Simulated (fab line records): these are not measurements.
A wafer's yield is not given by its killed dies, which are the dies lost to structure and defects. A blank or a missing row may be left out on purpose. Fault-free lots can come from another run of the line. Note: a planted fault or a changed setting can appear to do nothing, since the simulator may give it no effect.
Matching of chambers | flow nand-harc | NHARC_P_STI_CMP_21 on cmp-04 has 4 sister chambers
The step polishes, t overpolish 20 s, target thk 380.67 nm. 22 wafers are shown with their chamber, then 11 later ones without.

== WAFERS PAIRED WITH THEIR CHAMBERS ==
wafer  | chamber | motor-current-A (A) | overpolish-run-s (s)
L074.1 | 0       | 14.0                | 20.007
L074.2 | 2       | 13.1                | 19.986
L074.3 | 3       | 11.9                | 19.990
L074.4 | 1       | 10.9                | 19.988
L074.5 | 3       | 12.0                | 20.005
L074.6 | 2       | 14.0                | 20.003
L075.3 | 0       | 13.5                | 20.006
L075.4 | 1       | 11.4                | 20.008
L075.6 | 3       | 11.6                | 20.004
L076.1 | 0       | 13.5                | 20.002
L076.2 | 2       | 14.1                | 19.996
L076.6 | 3       | 12.1                | 20.011
L078.3 | 0       | 13.2                | 19.986
L078.4 | 3       | 11.7                | 20.004
L078.5 | 2       | 13.0                | 20.003
L082.3 | 3       | 11.8                | 20.008
L082.4 | 1       | 10.8                | 19.994
L082.5 | 1       | 10.2                | 20.002
L090.3 | 3       | 11.8                | 20.011
L090.4 | 0       | 13.5                | 19.990
L090.6 | 1       | 11.0                | 19.990
L091.1 | 1       | 10.9                | 20.014

SIGNATURES, as means of the wafers listed above
reading          | chamber 0 | chamber 1 | chamber 2 | chamber 3 | scatter within a chamber
motor-current-A  | 13.540    | 10.867    | 13.550    | 11.843    | 0.355
overpolish-run-s | 19.99820  | 19.99933  | 19.99700  | 20.00471  | 0.00886
Rule: for a wafer and a chamber, the distance is found by dividing, reading by reading, the gap between the wafer's reading and the chamber's mean by the reading's scatter, squaring, summing and taking the root. The wafer belongs to the nearest chamber; if the next one is less than 2 further off, it can't be placed. The scatter is the square root of a quotient: the sum, over the shown wafers, of each reading's squared deviation from its chamber's mean, divided by wafers minus chambers.

== WAFERS WITHOUT THEIR CHAMBER ==
wafer  | motor-current-A (A) | overpolish-run-s (s)
L091.2 | 11.3                | 19.998
L091.4 | 14.1                | 19.993
L091.3 | 13.6                | 19.999
L091.5 | 13.9                | 20.005
L091.6 | 12.1                | 19.996
L092.1 | 13.5                | 19.975
L092.3 | 10.8                | 20.010
L092.5 | 13.9                | 19.985
L096.2 | 13.7                | 20.006
L096.5 | 13.4                | 20.001
L096.6 | 12.1                | 20.002

== THE CHAMBER EACH PASSED THROUGH ==
wafer  | from the rows above     | in truth
L091.2 | can't be placed: 1 or 3 | 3
L091.4 | can't be placed: 2 or 0 | 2
L091.3 | can't be placed: 0 or 2 | 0
L091.5 | can't be placed: 0 or 2 | 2
L091.6 | 3                       | 3
L092.1 | can't be placed: 2 or 0 | 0
L092.3 | can't be placed: 1 or 3 | 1
L092.5 | can't be placed: 2 or 0 | 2
L096.2 | can't be placed: 0 or 2 | 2
L096.5 | can't be placed: 0 or 2 | 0
L096.6 | 3                       | 3
2 of 11 placed correctly. Unplaceable from these rows: 9, with the true chamber sitting among the candidates in 9. Wrongly placed: 0.
